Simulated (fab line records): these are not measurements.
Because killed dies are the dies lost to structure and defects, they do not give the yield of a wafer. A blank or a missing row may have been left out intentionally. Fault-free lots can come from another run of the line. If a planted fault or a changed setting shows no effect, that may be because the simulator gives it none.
Lot-split experiment -- flow n5 finfet -- route with 1938 steps; 7 lots, 39 wafers read

## ABOUT THE SPLIT
At N5_ZERO_LAYER_PECVD_02 (deposits SiO2 from SiH4/N2O, target thk 10 nm, time 6 s), the setting target thk a was moved away from the recipe's 100 angstrom on 9 of the 39 wafers read, by -12.8% to +9.3%. The other wafers ran this setting at the recipe's value.

Reading taken at the split's own step.

## THE READING
SiO2_of_ZERO_LAYER_PECVD_02.thk nm (the simulator's own value, which no gauge read), in nm, at N5_ZERO_LAYER_PECVD_02 (deposits SiO2 from SiH4/N2O, target thk 10 nm, time 6 s). No usual value for it is given in the file. Here, 30 wafers ran the recipe; their average is 9.963 nm with a standard deviation of 0.15 nm.

wafer,"tool, chamber at the split","target thk a as run, angstrom",against the recipe,"SiO2_of_ZERO_LAYER_PECVD_02.thk nm, nm",against lot-mates on the recipe
L074.1,"pecvd-01, 0",94.53,-5.5%,9.559,-0.332
L074.2,"pecvd-01, 2",100,recipe,9.793,-
L074.3,"pecvd-01, 1",100,recipe,9.881,-
L074.4,"pecvd-01, 0",94.53,-5.5%,9.743,-0.148
L074.5,"pecvd-01, 2",94.53,-5.5%,9.439,-0.452
L074.6,"pecvd-01, 1",100,recipe,10,-
L075.2,"pecvd-02, 0",100,recipe,9.854,-
L075.4,"pecvd-02, 0",100,recipe,9.942,-
L075.6,"pecvd-02, 2",100,recipe,9.987,-
L080.1,"pecvd-02, 1",100,recipe,9.938,-
L080.2,"pecvd-02, 2",100,recipe,9.942,-
L080.3,"pecvd-02, 0",100,recipe,9.998,-
L080.4,"pecvd-02, 1",100,recipe,10.2,-
L080.5,"pecvd-02, 2",100,recipe,9.965,-
L080.6,"pecvd-02, 0",100,recipe,10.17,-
L087.1,"pecvd-02, 1",109.3,+9.3%,10.94,+0.818
L087.2,"pecvd-02, 2",109.3,+9.3%,10.69,+0.568
L087.3,"pecvd-02, 0",109.3,+9.3%,10.8,+0.678
L087.4,"pecvd-02, 1",100,recipe,10.21,-
L087.5,"pecvd-02, 2",100,recipe,9.957,-
L087.6,"pecvd-02, 0",100,recipe,10.2,-
L089.1,"pecvd-03, 2",100,recipe,9.822,-
L089.2,"pecvd-03, 0",100,recipe,9.639,-
L089.3,"pecvd-03, 1",100,recipe,9.8,-
L089.4,"pecvd-03, 0",100,recipe,9.794,-
L089.5,"pecvd-03, 1",100,recipe,10.02,-
L089.6,"pecvd-03, 2",100,recipe,10.2,-
L090.1,"pecvd-01, 1",100,recipe,9.691,-
L090.2,"pecvd-01, 0",100,recipe,9.976,-
L090.3,"pecvd-01, 2",87.22,-12.8%,8.587,-1.248
L090.4,"pecvd-01, 1",87.22,-12.8%,8.435,-1.400
L090.5,"pecvd-01, 2",87.22,-12.8%,8.759,-1.076
L090.6,"pecvd-01, 0",100,recipe,9.839,-
L093.1,"pecvd-03, 1",100,recipe,9.929,-
L093.2,"pecvd-03, 2",100,recipe,9.942,-
L093.3,"pecvd-03, 0",100,recipe,9.852,-
L093.4,"pecvd-03, 2",100,recipe,10.11,-
L093.5,"pecvd-03, 0",100,recipe,10.07,-
L093.6,"pecvd-03, 1",100,recipe,10.18,-

FIT RESULTS
A straight line over all 39 wafers: SiO2_of_ZERO_LAYER_PECVD_02.thk nm changes by +0.0981 nm for each +1% of target thk a; r = +0.95; the points scatter about the line by 0.16 nm.
The same after taking each lot's own level away (the mean of its wafers on the recipe; 39 wafers): +0.0854 nm for each +1%; r = +0.94; scatter 0.14 nm.
That fit puts the effect of the largest move of target thk a on the reading at 1.1 nm.
Measured against the standard deviation above, the lots' own levels, which go from 9.8353 to 10.1223 nm, span 1.9 times it.
In other words, the slope is changed by the lot-to-lot level; the two fits disagree.
Check: for one of the wafers moved furthest among these (-12.8%), held out of the fit, the line's prediction against its lot-mates is -1.06 nm. Against them it came out at -1.25 nm.

## THE FILE'S OWN FIT
SiO2_of_ZERO_LAYER_PECVD_02.thk nm changes by +0.0857 nm for each +1% of target thk a, r = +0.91.
